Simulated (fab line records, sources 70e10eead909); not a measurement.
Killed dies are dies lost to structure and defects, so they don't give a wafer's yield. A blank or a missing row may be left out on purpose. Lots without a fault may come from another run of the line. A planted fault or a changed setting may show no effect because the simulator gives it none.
fab line records | flow nand_harc
record lots=12 wafers=36 last_day=34
route steps=1302 shown A_STAIRCASE@713 END@1302
lots that met no fault: from a run of the same line without faults
start_h: hours from the record's first day to the start of the lot's first wafer shown | wait_h: hours since the lot's step before | " the same as in the row above | L1.1+2: a row that stands for several wafers | - no value, or no start given | * or withheld: withheld | < > ~ a bound
route shown NAME@n: a module of which the file shows steps, and the number in the route of the first | usual: mean/standard deviation of fault-free wafers | same: alike in all rows | chamber/n: place in a boat | sites: the reading at each site | _std_site: their standard deviation | _edge_site: outer sites' mean less inner sites' | radius_mm: how far each site lies from the wafer's centre | mask NAME#n: copy n | behind: the tool/chamber that last shaped the wafer | hold: why the lot was held/for how many hours/how that ended | device: the transistor (n, p or np) that didn't switch | end of line: the same wafers' tests at the end of the route | a step without rows: its recipe alone | killed: dies lost to structure and defects at the first sort, not the wafer's yield | map: a wafer's dies, x killed, . not, _ none there
set.NAME: the setting as run; set.NAME@STEP: as run at that earlier step | model.NAME: the simulator's own value behind a step, which no gauge read
steps of the route over a sample of lots; a table a step, a row a wafer
services: from which hour (start_h, from the record's first day; less than 0 if before it) a tool's chamber was out of use, for how many hours, and why
## steps
# step NHARC_A_STAIRCASE_ETCH_199
# recipe target_depth_a=1000 time_s=40.5 ion_energy_ev=400 c4f8_flow_sccm=20 o2_flow_sccm=10 ar_flow_sccm=withheld rf_w=600 bias_w=1000 chemistry=C4F8/O2
# usual oes_product_au=0.950/0.013 rf_vpp_V=896/6.5
# same time_s=40.5
# columns lot.wafer tool chamber start_h wait_h oes_product_au rf_hours_counter_h rf_vpp_V
L584.2 rie_diel-06 3 - - 0.960 22 891
L584.3 " 1 " " 0.961 17 886
L584.6 " 0 " " 0.940 - 901
L586.3 rie_diel-13 1 - - 0.945 12 893
L586.4 " 2 " " 0.938 10 900
L586.2 " 3 " " 0.934 7 900
L585.3 rie_diel-13 3 - - 0.955 7 901
L585.5 " 0 " " 0.943 - 905
L585.6 " 1 " " 0.944 - 892
L588.3 rie_diel-01 2 - - 0.925 1 904
L588.1 " 3 " " 0.930 1 892
L588.2 " 1 " " 0.950 1 889
L589.1 rie_diel-01 0 - - 0.951 6 905
L589.3 " 1 " " 0.955 7 888
L589.4 " 3 " " 0.948 6 890
L590.2 rie_diel-01 1 - - 0.945 10 888
L590.4 " 3 " " 0.928 12 890
L590.6 " 1 " " 0.931 - 886
L591.2 rie_diel-06 1 - - 0.949 37 888
L591.3 " 3 " " 0.953 43 891
L591.5 " 1 " " 0.958 - 888
L593.4 rie_diel-06 3 - - 0.949 46 891
L593.2 " 0 " " 0.939 41 899
L593.5 " 3 " " 0.952 - 892
L596.3 rie_diel-13 0 - - 0.950 49 903
L596.4 " 1 " " 0.931 43 892
L596.6 " 1 " " 0.931 - 892
L597.3 rie_diel-06 3 - - 0.956 59 891
L597.4 " 1 " " 0.953 59 887
L597.6 " 2 " " 0.941 - 890
L604.4 rie_diel-01 0 - - 0.954 0 904
L604.1 " 1 " " 0.955 0 906
L604.2 " 3 " " 0.949 0 891
L607.1 rie_diel-13 0 - - 0.963 25 904
L607.2 " 3 " " 0.952 16 897
L607.5 " 0 " " 0.960 - 903
# step NHARC_A_STAIRCASE_TRIM_200
# recipe time_s=211.2 o2_flow_sccm=500 ar_flow_sccm=0 bias_w=0 chemistry=O2
# usual drypump_motor_current_A=5.8/0.44 oes_product_au=1.004/0.0077 rf_vpp_V=57.8/0.84 showerhead_plenum_p_Torr=3.53/0.17 throttle_valve_pct=17.036/0.009
# same time_s=211.2
# columns lot.wafer tool chamber start_h wait_h drypump_motor_current_A oes_product_au rf_hours_counter_h rf_vpp_V showerhead_plenum_p_Torr throttle_valve_pct
L584.2 rie_diel-06 0 - - 6.5 0.996 18 58.6 3.64 17.042
L584.3 " 1 " " 5.9 1.011 17 58.9 3.31 17.049
L584.6 " 2 " " 5.3 0.997 - 57.4 3.39 17.042
L586.4 rie_diel-13 3 - - 6.3 1.007 7 58.1 3.65 17.028
L586.2 " 0 " " 5.4 1.009 13 60.3 3.80 17.036
L586.3 " 2 " " 6.2 1.008 10 58.8 3.63 17.046
L585.3 rie_diel-13 3 - - 6.3 1.007 7 57.9 3.65 17.048
L585.6 " 3 " " 6.3 0.999 - 57.0 3.65 17.018
L585.5 " 0 " " 5.4 1.003 - 58.4 3.80 17.035
L588.2 rie_diel-01 1 - - 5.6 1.005 1 57.4 3.31 17.032
L588.1 " 2 " " 5.8 0.992 1 58.1 3.72 17.016
L588.3 " 3 " " 6.5 1.004 1 57.1 3.40 17.045
L589.3 rie_diel-01 0 - - 5.4 1.003 6 58.0 3.77 17.036
L589.4 " 1 " " 5.6 1.004 7 57.8 3.30 17.032
L589.1 " 3 " " 6.5 1.014 6 56.8 3.40 17.044
L590.2 rie_diel-01 3 - - 6.6 1.007 12 58.1 3.40 17.038
L590.4 " 0 " " 5.4 0.998 12 57.9 3.77 17.043
L590.6 " 1 " " 5.6 0.997 - 56.7 3.30 17.032
L591.3 rie_diel-06 1 - - 5.9 1.008 37 56.7 3.30 17.047
L591.2 " 2 " " 5.3 1.010 42 57.5 3.38 17.038
L591.5 " 1 " " 5.9 1.009 - 56.8 3.30 17.037
L593.2 rie_diel-06 2 - - 5.3 1.009 45 57.9 3.38 17.023
L593.4 " 3 " " 5.4 1.014 46 58.7 3.39 17.033
L593.5 " 1 " " 5.9 1.004 - 57.3 3.30 17.042
L596.3 rie_diel-13 3 - - 6.3 0.998 41 58.4 3.63 17.037
L596.4 " 0 " " 5.4 0.995 49 58.3 3.78 17.050
L596.6 " 3 " " 6.3 0.996 - 58.8 3.63 17.022
L597.3 rie_diel-06 0 - - 6.5 1.013 56 56.7 3.62 17.026
L597.4 " 1 " " 5.9 1.005 59 57.9 3.29 17.036
L597.6 " 2 " " 5.3 1.004 - 56.9 3.37 17.042
L604.4 rie_diel-01 1 - - 5.6 1.004 0 59.3 3.81 17.023
L604.1 " 2 " " 5.8 1.006 0 56.9 3.69 17.044
L604.2 " 0 " " 5.4 1.012 0 58.7 3.75 17.042
L607.1 rie_diel-13 2 - - 6.3 0.994 25 59.7 3.59 17.024
L607.2 " 0 " " 5.4 1.003 25 57.7 3.76 17.040
L607.5 " 1 " " 5.6 1.007 - 57.0 3.38 17.045
# step NHARC_A_STAIRCASE_STRIP_205
# recipe power_w=1500 temp_c=250 chemistry=O2
# usual drypump_motor_current_A=5.9/0.33 heater_power_w=357/41
# columns lot.wafer tool chamber start_h wait_h drypump_motor_current_A heater_power_w rf_hours_counter_h
L584.2 plasma_asher-02 0 373.85 0.1 6.3 410 17
L584.3 " 1 " " 5.9 351 -
L584.6 " 0 " " 6.3 403 -
L586.2 plasma_asher-01 1 384.07 0.1 5.8 327 2
L586.3 " 1 " " 5.8 318 -
L586.4 " 0 " " 5.4 301 -
L585.3 plasma_asher-01 1 384.89 0.2 5.8 318 -
L585.6 " 0 " " 5.4 299 -
L585.5 " 1 " " 5.8 314 -
L588.1 plasma_asher-02 1 396.60 0.1 5.9 351 22
L588.2 " 0 " " 6.3 400 22
L588.3 " 0 " " 6.3 404 -
L589.1 plasma_asher-01 0 405.52 0.1 5.4 296 10
L589.3 " 0 " " 5.4 303 -
L589.4 " 1 " " 5.8 315 -
L590.2 plasma_asher-02 0 419.98 0.1 6.3 408 31
L590.4 " 1 " " 5.9 353 -
L590.6 " 1 " " 5.9 352 -
L591.2 plasma_asher-02 1 425.84 0.1 5.9 352 33
L591.3 " 1 " " 5.9 352 -
L591.5 " 0 " " 6.3 418 -
L593.2 plasma_asher-02 0 442.52 0.1 6.3 421 2
L593.4 " 0 " " 6.3 400 -
L593.5 " 0 " " 6.3 406 -
L596.3 plasma_asher-01 1 477.32 0.2 5.8 322 -
L596.4 " 0 " " 5.4 299 -
L596.6 " 0 " " 5.4 298 -
L597.4 plasma_asher-02 0 484.50 0.2 6.3 419 -
L597.3 " 1 " " 5.9 348 -
L597.6 " 1 " " 5.9 362 -
L604.1 plasma_asher-02 1 571.14 0.1 5.9 355 28
L604.2 " 0 " " 6.3 403 28
L604.4 " 0 " " 6.3 409 -
L607.1 plasma_asher-02 1 600.81 0.1 5.9 352 35
L607.2 " 0 " " 6.3 406 35
L607.5 " 1 " " 5.9 348 -
# step NHARC_A_STAIRCASE_EXPOSE_214
# recipe na=0.5 dose_mj=31.26 mask_id=STAIR_3
# usual exposure_dose_mJ_cm2=31.25/0.031 stage_vel_mm_s=500.03/0.24
# columns lot.wafer tool chamber start_h wait_h mask exposure_dose_mJ_cm2 stage_vel_mm_s
L584.2 krf_scanner-02 0 374.99 - STAIR_3#0 31.20 499.97
L584.3 " 0 " " STAIR_3#0 31.20 500.35
L584.6 " 0 " " STAIR_3#0 31.22 500.22
L586.2 krf_scanner-01 0 385.21 - STAIR_3#0 31.22 499.97
L586.3 " 0 " " STAIR_3#0 31.29 500.16
L586.4 " 0 " " STAIR_3#0 31.23 499.91
L585.3 krf_scanner-04 0 385.91 - STAIR_3#0 31.27 500.50
L585.5 " 0 " " STAIR_3#0 31.25 500.50
L585.6 " 0 " " STAIR_3#0 31.24 500.40
L588.1 krf_scanner-01 0 397.74 - STAIR_3#0 31.27 499.62
L588.2 " 0 " " STAIR_3#0 31.32 500.04
L588.3 " 0 " " STAIR_3#0 31.32 499.70
L589.1 krf_scanner-02 0 406.65 - STAIR_3#0 31.27 500.14
L589.3 " 0 " " STAIR_3#0 31.25 500.37
L589.4 " 0 " " STAIR_3#0 31.24 500.05
L590.2 krf_scanner-01 0 421.08 - STAIR_3#0 28.60 499.97
L590.4 " 0 " " STAIR_3#0 28.56 500.08
L590.6 " 0 " " STAIR_3#0 28.51 499.64
L591.2 krf_scanner-01 0 426.88 - STAIR_3#0 28.60 500.14
L591.3 " 0 " " STAIR_3#0 28.56 500.54
L591.5 " 0 " " STAIR_3#0 28.56 499.87
L593.2 krf_scanner-01 0 443.61 - STAIR_3#0 28.58 499.99
L593.4 " 0 " " STAIR_3#0 28.55 500.05
L593.5 " 0 " " STAIR_3#0 28.57 499.98
L596.3 krf_scanner-02 0 478.25 - STAIR_3#0 31.25 500.24
L596.4 " 0 " " STAIR_3#0 31.26 499.86
L596.6 " 0 " " STAIR_3#0 31.24 500.37
L597.3 krf_scanner-02 0 485.43 - STAIR_3#0 31.26 500.38
L597.4 " 0 " " STAIR_3#0 31.27 500.27
L597.6 " 0 " " STAIR_3#0 31.30 500.39
L604.1 krf_scanner-02 0 572.27 - STAIR_3#0 31.29 499.83
L604.2 " 0 " " STAIR_3#0 31.31 500.02
L604.4 " 0 " " STAIR_3#0 31.25 500.21
L607.1 krf_scanner-02 0 601.82 - STAIR_3#0 31.26 500.13
L607.2 " 0 " " STAIR_3#0 31.22 500.05
L607.5 " 0 " " STAIR_3#0 31.27 500.00
# step NHARC_END_SORT_01
# recipe temp_c=25
# usual killed_at_array=58/20 killed_at_other=0.9/1.4 killed_at_periphery=4/3.1 killed_dies=63/20 killed_open=3.3/1.8 killed_short=2.4/1.5
# same gross_dies=677
# columns lot.wafer tool chamber start_h wait_h killed_at_array killed_at_other killed_at_periphery killed_dies killed_open killed_short
L584.2 prober-02 0 594.07 2.8 48 7 13 68 5 1
L584.3 prober-02 0 594.88 3.1 57 2 7 66 4 2
L584.6 prober-02 0 597.29 4.0 43 3 5 51 1 1
L589.1 prober-02 0 613.91 2.5 56 1 1 58 4 3
L589.3 prober-02 0 615.49 3.1 64 0 1 65 4 6
L589.4 prober-02 0 616.28 3.4 76 0 0 76 0 5
L591.2 prober-01 0 634.07 2.8 87 5 4 96 0 1
L591.3 prober-01 0 634.86 3.1 103 2 1 106 3 1
L591.5 prober-01 0 636.42 3.6 82 1 1 84 5 3
L590.2 prober-02 0 634.14 2.8 34 1 0 35 4 3
L590.4 prober-02 0 635.74 3.4 43 2 1 46 5 7
L590.6 prober-02 0 637.34 4.0 36 1 1 38 5 2
L593.2 prober-01 0 648.00 2.8 95 0 13 108 2 0
L593.4 prober-01 0 649.60 3.4 81 0 4 85 5 3
L593.5 prober-01 0 650.40 3.7 84 0 15 99 4 3
L596.3 prober-02 0 689.32 3.1 51 1 4 56 5 3
L596.4 prober-02 0 690.11 3.4 69 1 3 73 4 4
L596.6 prober-02 0 691.71 4.0 72 1 7 80 6 4
L604.1 prober-01 0 804.62 2.5 45 0 5 50 4 2
L604.2 prober-01 0 805.42 2.8 31 0 2 33 3 1
L604.4 prober-01 0 807.01 3.4 40 0 9 49 7 2
# killed by level:class
L584.2 A_CHANNEL_HOLE_D1:chamber_film_flake=29 P_GATE:chamber_film_flake=8 THIN_TSV:chamber_film_flake=7 A_CHANNEL_HOLE_D2:chamber_film_flake=6 A_STAIRCASE:chamber_film_flake=4 A_WL_FILL:chamber_film_flake=3 P_ZERO_WELL:chamber_film_flake=2 A_DECK1_JOINT:chamber_film_flake=2
L584.3 A_CHANNEL_HOLE_D1:chamber_film_flake=37 A_CHANNEL_HOLE_D2:chamber_film_flake=7 P_GATE:chamber_film_flake=4 P_M1:chamber_film_flake=3 A_STAIRCASE:chamber_film_flake=3 A_CHANNEL_FILL_D1:geometric_particle:open=2 A_WL_FILL:chamber_film_flake=2 THIN_TSV:chamber_film_flake=2
L584.6 A_CHANNEL_HOLE_D1:chamber_film_flake=24 A_STAIRCASE:chamber_film_flake=5 A_CHANNEL_HOLE_D2:chamber_film_flake=5 THIN_TSV:chamber_film_flake=3 P_GATE:chamber_film_flake=2 A_WL_FILL:chamber_film_flake=2 A_CONTACT:chamber_film_flake=2 P_STI:geometric_particle:short=1
L589.1 A_CHANNEL_HOLE_D2:chamber_film_flake=30 A_SLIT:chamber_film_flake=13 A_CONTACT:chamber_film_flake=3 A_CHANNEL_HOLE_D2:geometric_particle:open=2 A_CHANNEL_HOLE_D1:chamber_film_flake=2 P_M0:geometric_particle:open=1 A_SOURCE_PLATE:geometric_particle:short=1 A_ONON_D1:geometric_particle:short=1
L589.3 A_CHANNEL_HOLE_D2:chamber_film_flake=29 A_SLIT:chamber_film_flake=18 A_CHANNEL_HOLE_D1:chamber_film_flake=4 A_CHANNEL_FILL_D2:geometric_particle:short=2 A_DECK1_JOINT:chamber_film_flake=2 A_SOURCE_PLATE:geometric_particle:open=1 A_CHANNEL_FILL_D1:geometric_particle:open=1 A_CHANNEL_FILL_D1:geometric_particle:short=1
L589.4 A_SLIT:chamber_film_flake=32 A_CHANNEL_HOLE_D2:chamber_film_flake=30 A_CONTACT:chamber_film_flake=4 A_ONON_D1:geometric_particle:short=2 A_DECK1_JOINT:geometric_particle:short=2 A_CHANNEL_HOLE_D1:chamber_film_flake=2 A_BONDPAD:chamber_film_flake=2 A_M0:geometric_particle:short=1
L591.2 A_CHANNEL_HOLE_D1:chamber_film_flake=32 A_CHANNEL_HOLE_D2:chamber_film_flake=28 A_SLIT:chamber_film_flake=22 THIN_TSV:chamber_film_flake=5 P_M0:chamber_film_flake=3 A_STAIRCASE:chamber_film_flake=2 A_ONON_D1:geometric_particle:short=1 P_STI:chamber_film_flake=1
L590.2 A_CHANNEL_HOLE_D2:chamber_film_flake=16 A_WL_FILL:chamber_film_flake=4 A_CHANNEL_HOLE_D1:chamber_film_flake=3 A_ONON_D1:geometric_particle:open=2 A_CONTACT:chamber_film_flake=2 A_SOURCE_PLATE:geometric_particle:short=1 A_CHANNEL_FILL_D1:geometric_particle:short=1 A_DECK1_JOINT:geometric_particle:open=1
L591.3 A_SLIT:chamber_film_flake=34 A_CHANNEL_HOLE_D1:chamber_film_flake=32 A_CHANNEL_HOLE_D2:chamber_film_flake=31 THIN_TSV:chamber_film_flake=2 A_ONON_D1:geometric_particle:open=1 A_DECK1_JOINT:geometric_particle:open=1 A_DECK1_JOINT:geometric_particle:short=1 A_CHANNEL_FILL_D2:geometric_particle:open=1
L590.4 A_CHANNEL_HOLE_D2:chamber_film_flake=11 A_CONTACT:chamber_film_flake=7 A_CHANNEL_HOLE_D1:chamber_film_flake=4 A_STAIRCASE:chamber_film_flake=3 A_WL_FILL:chamber_film_flake=3 A_CHANNEL_FILL_D2:geometric_particle:short=2 A_BLC:geometric_particle:short=2 A_DECK1_JOINT:chamber_film_flake=2
L591.5 A_SLIT:chamber_film_flake=28 A_CHANNEL_HOLE_D1:chamber_film_flake=23 A_CHANNEL_HOLE_D2:chamber_film_flake=19 A_CHANNEL_HOLE_D1:geometric_particle:open=1 A_CHANNEL_FILL_D1:geometric_particle:short=1 A_ONON_D2:geometric_particle:open=1 A_CHANNEL_FILL_D2:geometric_particle:open=1 A_CHANNEL_FILL_D2:geometric_particle:short=1
L590.6 A_CHANNEL_HOLE_D2:chamber_film_flake=14 A_CHANNEL_HOLE_D1:chamber_film_flake=4 A_CONTACT:chamber_film_flake=4 A_WL_FILL:chamber_film_flake=3 A_ONON_D1:geometric_particle:open=2 A_SOURCE_PLATE:geometric_particle:short=1 A_CHANNEL_HOLE_D2:geometric_particle:open=1 A_WL_FILL:geometric_particle:short=1
L593.2 A_CHANNEL_HOLE_D1:chamber_film_flake=39 A_SLIT:chamber_film_flake=35 A_CHANNEL_HOLE_D2:chamber_film_flake=8 P_CONTACT:chamber_film_flake=5 P_M1:chamber_film_flake=3 A_WL_FILL:chamber_film_flake=3 A_CONTACT:chamber_film_flake=3 A_M1:chamber_film_flake=3
L593.4 A_CHANNEL_HOLE_D1:chamber_film_flake=37 A_CHANNEL_HOLE_D2:chamber_film_flake=18 A_SLIT:chamber_film_flake=14 P_CONTACT:chamber_film_flake=2 A_STAIRCASE:chamber_film_flake=2 A_CONTACT:chamber_film_flake=2 P_STI:geometric_particle:open=1 A_SOURCE_PLATE:geometric_particle:open=1
L593.5 A_SLIT:chamber_film_flake=35 A_CHANNEL_HOLE_D1:chamber_film_flake=30 P_CONTACT:chamber_film_flake=8 A_CHANNEL_HOLE_D2:chamber_film_flake=8 A_CONTACT:chamber_film_flake=4 A_SOURCE_PLATE:geometric_particle:open=2 P_STI:chamber_film_flake=2 P_M1:chamber_film_flake=2
L596.3 A_CHANNEL_HOLE_D1:chamber_film_flake=25 A_CHANNEL_HOLE_D2:chamber_film_flake=10 A_SLIT:chamber_film_flake=3 A_CHANNEL_FILL_D2:geometric_particle:open=2 P_BONDPAD:chamber_film_flake=2 A_STAIRCASE:chamber_film_flake=2 A_WL_FILL:chamber_film_flake=2 P_GATE:geometric_particle:short=1
L596.4 A_CHANNEL_HOLE_D1:chamber_film_flake=32 A_CHANNEL_HOLE_D2:chamber_film_flake=19 P_BONDPAD:chamber_film_flake=3 A_STAIRCASE:chamber_film_flake=3 A_SLIT:chamber_film_flake=3 A_ZERO_WELL:chamber_film_flake=2 A_CHANNEL_FILL_D1:geometric_particle:short=1 A_DECK1_JOINT:geometric_particle:short=1
L596.6 A_CHANNEL_HOLE_D1:chamber_film_flake=36 A_CHANNEL_HOLE_D2:chamber_film_flake=23 P_BONDPAD:chamber_film_flake=4 A_CHANNEL_FILL_D1:geometric_particle:open=2 P_CONTACT:geometric_particle:open=1 A_ONON_D1:geometric_particle:short=1 A_CHANNEL_HOLE_D1:geometric_particle:short=1 A_DECK1_JOINT:geometric_particle:open=1
L604.1 A_CHANNEL_HOLE_D1:chamber_film_flake=17 A_SLIT:chamber_film_flake=9 A_CONTACT:chamber_film_flake=5 A_STAIRCASE:chamber_film_flake=4 P_GATE:chamber_film_flake=3 A_M0:geometric_particle:open=2 A_CHANNEL_FILL_D1:chamber_film_flake=2 A_DECK1_JOINT:chamber_film_flake=2
L604.2 A_CHANNEL_HOLE_D1:chamber_film_flake=9 A_SLIT:chamber_film_flake=9 A_STAIRCASE:chamber_film_flake=6 A_CONTACT:chamber_film_flake=2 P_CONTACT:geometric_particle:short=1 P_M1:geometric_particle:open=1 A_CHANNEL_FILL_D2:geometric_particle:open=1 A_BLC:geometric_particle:open=1
L604.4 A_CHANNEL_HOLE_D1:chamber_film_flake=10 A_CONTACT:chamber_film_flake=8 A_STAIRCASE:chamber_film_flake=6 A_SLIT:chamber_film_flake=6 P_GATE:chamber_film_flake=4 P_CONTACT:geometric_particle:open=2 A_CHANNEL_FILL_D1:geometric_particle:open=2 P_ZERO_WELL:chamber_film_flake=2
## services
# columns tool chamber start_h hours kind
rie_diel-01 3 352.24 8.4 repair
krf_scanner-04 - 361.73 4.0 pm
krf_scanner-02 - 367.50 0.6 repair
rie_diel-01 - 382.39 9.0 pm
rie_diel-13 1 384.78 2.4 repair
plasma_asher-02 - 393.12 1.4 repair
krf_scanner-04 - 404.35 4.9 repair
krf_scanner-01 - 419.29 0.5 repair
rie_diel-06 - 419.89 0.2 repair
plasma_asher-02 - 426.12 9.0 pm
krf_scanner-02 - 438.00 4.0 pm
rie_diel-01 3 481.29 5.7 repair
rie_diel-06 - 484.56 9.0 pm
krf_scanner-04 - 491.80 0.2 repair
plasma_asher-02 - 491.92 1.8 repair
rie_diel-06 3 493.93 7.9 repair
krf_scanner-01 - 495.23 4.0 pm
rie_diel-13 - 519.00 9.0 pm
plasma_asher-01 - 519.30 9.0 pm
rie_diel-13 3 528.26 14.9 repair
krf_scanner-04 - 533.73 4.0 pm
rie_diel-01 - 559.39 9.0 pm
krf_scanner-01 - 571.38 3.4 repair
krf_scanner-04 - 591.87 17.3 repair
## key
first_sign step=NHARC_A_STAIRCASE_EXPOSE_214 reading=exposure_dose_mJ_cm2 direction=down sigmas=86 usual=31.25 struck=28.57
effect none on later readings
met_at NHARC_A_STAIRCASE_EXPOSE_214
struck_lots L590,L591,L593
tester_left_out L590,L591,L593
not_acting_at NHARC_A_STAIRCASE_ETCH_199,NHARC_A_STAIRCASE_TRIM_200,NHARC_A_STAIRCASE_STRIP_205
onset_between 397.74 421.08
fault kind=process_parameter_drift tool=krf_scanner-01 chamber=- onset_h=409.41 steps=NHARC_A_STAIRCASE_EXPOSE_214 channel=dose_mj offset=-2.6539 shape=step acts_in=these_recipes_only stated=31.26
# tester_left_out: of these lots the tester's yield and bins aren't shown, on N5 and GAA mostly nor the transistor test; their killed dies are dies lost to structure and defects alone, not to doping, threshold or leakage, so they don't give the yield
